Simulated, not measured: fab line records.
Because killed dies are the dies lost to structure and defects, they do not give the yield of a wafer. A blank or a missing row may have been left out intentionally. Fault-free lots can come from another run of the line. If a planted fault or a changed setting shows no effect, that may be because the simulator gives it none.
Matching of chambers || flow n5-finfet || N5_BEOL_M5_STRIP_64 on rie-diel-02 has 4 sister chambers
The step strips in CF4. 8 wafers are shown with their chamber, then 11 later ones without.

WAFERS, EACH WITH ITS CHAMBER
{"wafer": "L082.1", "chamber": 3, "showerhead-plenum-p-Torr (Torr)": 1.82, "oes-product-au (a.u.)": 0.94}
{"wafer": "L082.3", "chamber": 2, "showerhead-plenum-p-Torr (Torr)": 1.74, "oes-product-au (a.u.)": 0.83}
{"wafer": "L084.2", "chamber": 0, "showerhead-plenum-p-Torr (Torr)": 1.67, "oes-product-au (a.u.)": 0.73}
{"wafer": "L084.3", "chamber": 3, "showerhead-plenum-p-Torr (Torr)": 1.82, "oes-product-au (a.u.)": 0.93}
{"wafer": "L084.6", "chamber": 2, "showerhead-plenum-p-Torr (Torr)": 1.73, "oes-product-au (a.u.)": 0.82}
{"wafer": "L085.4", "chamber": 0, "showerhead-plenum-p-Torr (Torr)": 1.67, "oes-product-au (a.u.)": 0.73}
{"wafer": "L085.5", "chamber": 1, "showerhead-plenum-p-Torr (Torr)": 1.76, "oes-product-au (a.u.)": 0.68}
{"wafer": "L086.2", "chamber": 1, "showerhead-plenum-p-Torr (Torr)": 1.76, "oes-product-au (a.u.)": 0.68}

WAFERS MISSING THEIR CHAMBER
{"wafer": "L086.3", "showerhead-plenum-p-Torr (Torr)": 1.82, "oes-product-au (a.u.)": 0.93}
{"wafer": "L086.6", "showerhead-plenum-p-Torr (Torr)": 1.76, "oes-product-au (a.u.)": 0.68}
{"wafer": "L090.1", "showerhead-plenum-p-Torr (Torr)": 1.73, "oes-product-au (a.u.)": 0.81}
{"wafer": "L090.3", "showerhead-plenum-p-Torr (Torr)": 1.76, "oes-product-au (a.u.)": 0.96}
{"wafer": "L090.5", "showerhead-plenum-p-Torr (Torr)": 1.82, "oes-product-au (a.u.)": 0.90}
{"wafer": "L092.1", "showerhead-plenum-p-Torr (Torr)": 1.73, "oes-product-au (a.u.)": 0.80}
{"wafer": "L092.2", "showerhead-plenum-p-Torr (Torr)": 1.67, "oes-product-au (a.u.)": 0.72}
{"wafer": "L092.4", "showerhead-plenum-p-Torr (Torr)": 1.67, "oes-product-au (a.u.)": 0.71}
{"wafer": "L095.2", "showerhead-plenum-p-Torr (Torr)": 1.67, "oes-product-au (a.u.)": 0.71}
{"wafer": "L095.5", "showerhead-plenum-p-Torr (Torr)": 1.67, "oes-product-au (a.u.)": 0.72}
{"wafer": "L095.6", "showerhead-plenum-p-Torr (Torr)": 1.73, "oes-product-au (a.u.)": 0.80}

WHICH CHAMBER EACH WENT THROUGH
{"wafer": "L086.3", "from the rows above": 3, "in truth": 3}
{"wafer": "L086.6", "from the rows above": 1, "in truth": 1}
{"wafer": "L090.1", "from the rows above": 2, "in truth": 2}
{"wafer": "L090.3", "from the rows above": 3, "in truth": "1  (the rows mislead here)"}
{"wafer": "L090.5", "from the rows above": 3, "in truth": 3}
{"wafer": "L092.1", "from the rows above": 2, "in truth": 2}
{"wafer": "L092.2", "from the rows above": 0, "in truth": 0}
{"wafer": "L092.4", "from the rows above": 0, "in truth": 0}
{"wafer": "L095.2", "from the rows above": 0, "in truth": 0}
{"wafer": "L095.5", "from the rows above": 0, "in truth": 0}
{"wafer": "L095.6", "from the rows above": 2, "in truth": 2}
Placed correctly: 10 of 11. Can't be placed from these rows: 0. Wrongly placed: 1.
How it was worked out, from the rows above alone: a wafer's distance from a chamber is the root of the sum, over the readings, of the square of ((its reading less the chamber's mean) divided by the reading's scatter). If the next closest chamber is less than 2 further off than the closest, the wafer can't be placed; otherwise it belongs to the closest. The mean given for a chamber averages the wafers shown for that chamber. The scatter: take each reading less its chamber's mean, square it, sum over the shown wafers, divide by the number of wafers less the number of chambers, and take the root.
